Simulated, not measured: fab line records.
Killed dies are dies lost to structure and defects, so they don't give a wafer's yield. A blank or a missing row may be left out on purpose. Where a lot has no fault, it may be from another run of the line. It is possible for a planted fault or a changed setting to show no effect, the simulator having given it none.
Which tool did it? || flow n5Finfet || Sampling: 7 lots, 19 wafers, 7 of 1938 route steps

## WHAT THE GAUGES SHOWED, per wafer
N5_BEOL_M5_CD_MEAS_18: pitch 56 nm, target cd 28 nm.
{"lot": "L691", "measured": "day 8 03:32", "on": "cdSem-02", "cdNm (nm)": "28.1 28.1 27.5"}
{"lot": "L694", "measured": "day 9 12:50", "on": "cdSem-02", "cdNm (nm)": "- - -"}
{"lot": "L696", "measured": "day 9 16:44", "on": "cdSem-01", "cdNm (nm)": "- - -"}
{"lot": "L705", "measured": "day 12 17:13", "on": "cdSem-02", "cdNm (nm)": "27.5 28.1 28.3"}
{"lot": "L709", "measured": "day 12 20:18", "on": "cdSem-01", "cdNm (nm)": "27.7 27.8 28.1"}
{"lot": "L710", "measured": "day 13 14:49", "on": "cdSem-02", "cdNm (nm)": "27.6 27.7"}
{"lot": "L712", "measured": "day 13 22:27", "on": "cdSem-02", "cdNm (nm)": "27.3 27.7"}

## TOOL THAT RAN EACH LOT (tool first, then ch and the chambers of the sampled wafers, then the start)
{"lot": "L691", "N5_BEOL_M4_SPUTTER_94": "pvdSputter-01, day 7 22:34", "N5_BEOL_M4_SPUTTER_96": "pvdSputter-01, day 7 22:47", "N5_BEOL_M5_ILD_DEP_00": "pecvd-02 ch 1,2, day 8 00:50", "N5_BEOL_M5_ETCH_61": "rieDiel-01 ch 1,3, day 8 03:10", "N5_BEOL_M5_ETCH_62": "rieDiel-01 ch 1,3, day 8 03:11", "N5_BEOL_M5_HM_OPEN_17": "rieMetal-01 ch 1, day 8 03:22"}
{"lot": "L694", "N5_BEOL_M4_SPUTTER_94": "pvdSputter-02, day 9 06:50", "N5_BEOL_M4_SPUTTER_96": "pvdSputter-02, day 9 07:03", "N5_BEOL_M5_ILD_DEP_00": "pecvd-02 ch 0,2, day 9 09:08", "N5_BEOL_M5_ETCH_61": "rieDiel-05 ch 1,3, day 9 12:25", "N5_BEOL_M5_ETCH_62": "rieDiel-05 ch 1,3, day 9 12:27", "N5_BEOL_M5_HM_OPEN_17": "rieMetal-01 ch 0,1, day 9 12:37"}
{"lot": "L696", "N5_BEOL_M4_SPUTTER_94": "pvdSputter-02, day 9 11:08", "N5_BEOL_M4_SPUTTER_96": "pvdSputter-02, day 9 11:21", "N5_BEOL_M5_ILD_DEP_00": "pecvd-02 ch 0,1,2, day 9 13:26", "N5_BEOL_M5_ETCH_61": "rieDiel-05 ch 2,3, day 9 16:21", "N5_BEOL_M5_ETCH_62": "rieDiel-05 ch 2,3, day 9 16:23", "N5_BEOL_M5_HM_OPEN_17": "rieMetal-01 ch 0,1, day 9 16:33"}
{"lot": "L705", "N5_BEOL_M4_SPUTTER_94": "pvdSputter-01, day 12 10:13", "N5_BEOL_M4_SPUTTER_96": "pvdSputter-01, day 12 10:26", "N5_BEOL_M5_ILD_DEP_00": "pecvd-03 ch 0,1,2, day 12 12:31", "N5_BEOL_M5_ETCH_61": "rieDiel-04 ch 0,1, day 12 16:38", "N5_BEOL_M5_ETCH_62": "rieDiel-04 ch 0,1, day 12 16:40", "N5_BEOL_M5_HM_OPEN_17": "rieMetal-01 ch 0,1, day 12 16:52"}
{"lot": "L709", "N5_BEOL_M4_SPUTTER_94": "pvdSputter-03, day 12 15:01", "N5_BEOL_M4_SPUTTER_96": "pvdSputter-03, day 12 15:14", "N5_BEOL_M5_ILD_DEP_00": "pecvd-02 ch 1,2, day 12 17:20", "N5_BEOL_M5_ETCH_61": "rieDiel-01 ch 0,2,3, day 12 19:52", "N5_BEOL_M5_ETCH_62": "rieDiel-01 ch 0,2,3, day 12 19:54", "N5_BEOL_M5_HM_OPEN_17": "rieMetal-01 ch 0,1, day 12 20:06"}
{"lot": "L710", "N5_BEOL_M4_SPUTTER_94": "pvdSputter-03, day 13 10:46", "N5_BEOL_M4_SPUTTER_96": "pvdSputter-03, day 13 10:59", "N5_BEOL_M5_ILD_DEP_00": "pecvd-02 ch 2, day 13 13:02", "N5_BEOL_M5_ETCH_61": "rieDiel-04 ch 0,1, day 13 14:26", "N5_BEOL_M5_ETCH_62": "rieDiel-04 ch 0,1, day 13 14:28", "N5_BEOL_M5_HM_OPEN_17": "rieMetal-03 ch 0,1, day 13 14:38"}
{"lot": "L712", "N5_BEOL_M4_SPUTTER_94": "pvdSputter-02, day 13 15:23", "N5_BEOL_M4_SPUTTER_96": "pvdSputter-02, day 13 15:36", "N5_BEOL_M5_ILD_DEP_00": "pecvd-02 ch 2, day 13 18:42", "N5_BEOL_M5_ETCH_61": "rieDiel-05 ch 1,2, day 13 22:03", "N5_BEOL_M5_ETCH_62": "rieDiel-05 ch 1,2, day 13 22:05", "N5_BEOL_M5_HM_OPEN_17": "rieMetal-03 ch 1, day 13 22:17"}
- N5_BEOL_M4_SPUTTER_94: material Cu, target thk 4.5 nm, time 8.29 s.
- N5_BEOL_M4_SPUTTER_96: material Cu, target thk 4.5 nm, time 8.29 s.
- N5_BEOL_M5_ILD_DEP_00: deposits SiCOH lowk from DEMS/porogen, target thk 140.64 nm, time 25.9 s.
- N5_BEOL_M5_ETCH_61: etches SiARC in CF4, target depth 15.6 nm, time 26 s.
- N5_BEOL_M5_ETCH_62: etches SOC in N2/H2, target depth 75 nm, overetch 15 nm, time 112.5 s.
- N5_BEOL_M5_HM_OPEN_17: chemistry Cl2/BCl3, target TiN, target depth 20 nm, overetch 6 nm.

## THE ANSWER, worked out from the rows above alone
Rule: the usual values come from the lots themselves. The widest of any qualifying gaps counts: lots, ordered by their means at a reading, are off when they make up no more than a third of the lots, leave a main group of 4 or more, and stand apart from it by 3 or more times the standard deviation of that group's means. A main group whose means are all the same, to the digits that the tables above print for the reading, isn't used. Also off: a lot with no number at a reading for which 4 or more lots have one. The other lots that the step has rows for count as sound.
Off: L694, L696, at N5_BEOL_M5_CD_MEAS_18 (cdNm). Without a number there: L694, L696. Main group: mean 27.8 nm, sd 0.17.
A tool fits if, at a process step before that reading, it ran every lot that is off, and no sound lot after the first of them. Gauges at N5_BEOL_M5_CD_MEAS_18: tried the same way as those tools. Of those tried, none fits.

## WHAT HAD BEEN PUT IN BY THE SIMULATOR
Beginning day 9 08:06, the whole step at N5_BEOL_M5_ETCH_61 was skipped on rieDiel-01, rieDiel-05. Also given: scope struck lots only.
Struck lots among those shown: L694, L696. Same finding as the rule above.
